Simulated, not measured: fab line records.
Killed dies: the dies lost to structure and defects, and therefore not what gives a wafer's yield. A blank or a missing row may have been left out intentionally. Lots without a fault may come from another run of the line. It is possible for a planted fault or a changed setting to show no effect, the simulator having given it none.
The tool behind it: which one? | flow n5 finfet | Sampling: 10 lots, 30 wafers, 4 of 1938 route steps

WHAT THE GAUGES READ, wafer by wafer
N5_BEOL_M4_RC_MEAS_101.
lot  | measured     | on        | DIBL_P (mV/V)
L882 | day 7 12:11  | prober-02 | 39.9 35.0 39.9
L883 | day 8 02:38  | prober-01 | 39.4 37.8 39.2
L885 | day 8 13:56  | prober-02 | 36.8 38.8 37.6
L888 | day 9 06:04  | prober-01 | 37.0 37.0 37.2
L889 | day 9 15:16  | prober-02 | 37.8 36.6 37.7
L891 | day 9 17:22  | prober-01 | 40.4 36.2 38.2
L892 | day 10 00:07 | prober-02 | 41.8 36.5 41.4
L893 | day 10 21:23 | prober-01 | 34.7 33.7 31.6
L895 | day 11 02:07 | prober-02 | 32.5 34.9 34.2
L903 | day 13 00:08 | prober-02 | 39.8 36.0 37.7

WHAT TOOL EACH LOT RAN ON (gives the tool, then ch and the chambers of the sampled wafers, and finally the start)
lot  | N5_BEOL_M2_STRIP_36                | N5_BEOL_M2_ALD_84                   | N5_BEOL_M2_SPUTTER_79
L882 | rie diel-01 ch 1,2, day 6 14:08    | ald metal-02 ch 0,2,3, day 6 15:13  | pvd sputter-01, day 6 16:02
L883 | rie diel-02 ch 0,1,2, day 7 02:13  | ald metal-02 ch 0,2, day 7 02:44    | pvd sputter-02, day 7 03:36
L885 | rie diel-02 ch 1,2, day 7 05:28    | ald metal-02 ch 0,2,3, day 7 06:11  | pvd sputter-02, day 7 06:52
L888 | rie diel-02 ch 0,2,3, day 8 04:47  | ald metal-02 ch 0,1,2, day 8 05:52  | pvd sputter-03, day 8 06:37
L889 | rie diel-02 ch 2,3, day 8 12:50    | ald metal-01 ch 1,3, day 8 13:40    | pvd sputter-01, day 8 14:26
L891 | rie diel-02 ch 0,1, day 8 16:10    | ald metal-02 ch 1,3, day 8 16:59    | pvd sputter-03, day 8 17:56
L892 | rie diel-02 ch 0,1,3, day 9 05:26  | ald metal-02 ch 0,1,2, day 9 06:07  | pvd sputter-03, day 9 06:56
L893 | rie diel-01 ch 0,1, day 9 17:59    | ald metal-02 ch 0,1, day 9 18:58    | pvd sputter-02, day 9 19:38
L895 | rie diel-01 ch 0,2,3, day 9 18:35  | ald metal-02 ch 2,3, day 9 19:11    | pvd sputter-01, day 9 19:56
L903 | rie diel-01 ch 0,1,2, day 11 21:42 | ald metal-01 ch 1,2,3, day 11 22:30 | pvd sputter-03, day 11 23:11
- N5_BEOL_M2_STRIP_36: strips in N2/H2.
- N5_BEOL_M2_ALD_84: deposits TaN, pulse time 2 s, purge time 3 s, co reactant purge time 2 s.
- N5_BEOL_M2_SPUTTER_79: material Cu, target thk 4.5 nm, time 8.29 s.

THE ANSWER, worked out from the rows above alone
Rule: the usual values come from the lots themselves. The widest of any qualifying gaps counts: lots, ordered by their means at a reading, are off when they make up no more than a third of the lots, leave a main group of 4 or more, and stand apart from it by 3 or more times the standard deviation of that group's means. If all means in a main group match to the digits the tables above print for the reading, that group is not used. Also off: a lot with no number at a reading for which 4 or more lots have one. All remaining lots with rows at the step are treated as sound.
Off: at N5_BEOL_M4_RC_MEAS_101 (DIBL_P), L893, L895. The main group: mean 38.2 mV/V, standard deviation 0.83.
A tool fits if, at a process step before that reading, it ran every lot that is off, and no sound lot after the first of them. The gauges at N5_BEOL_M4_RC_MEAS_101 are tried like those tools. One candidate fits, namely ald metal-02 at N5_BEOL_M2_ALD_84. A fault onset in the window from L892 (day 9 06:07, its last sound lot) to L893 (day 9 18:58, its first lot off) fits.

WHAT THE SIMULATOR HAD INSERTED
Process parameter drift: ald metal-02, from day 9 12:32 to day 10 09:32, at N5_BEOL_M2_ALD_84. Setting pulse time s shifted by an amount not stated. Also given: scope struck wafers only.
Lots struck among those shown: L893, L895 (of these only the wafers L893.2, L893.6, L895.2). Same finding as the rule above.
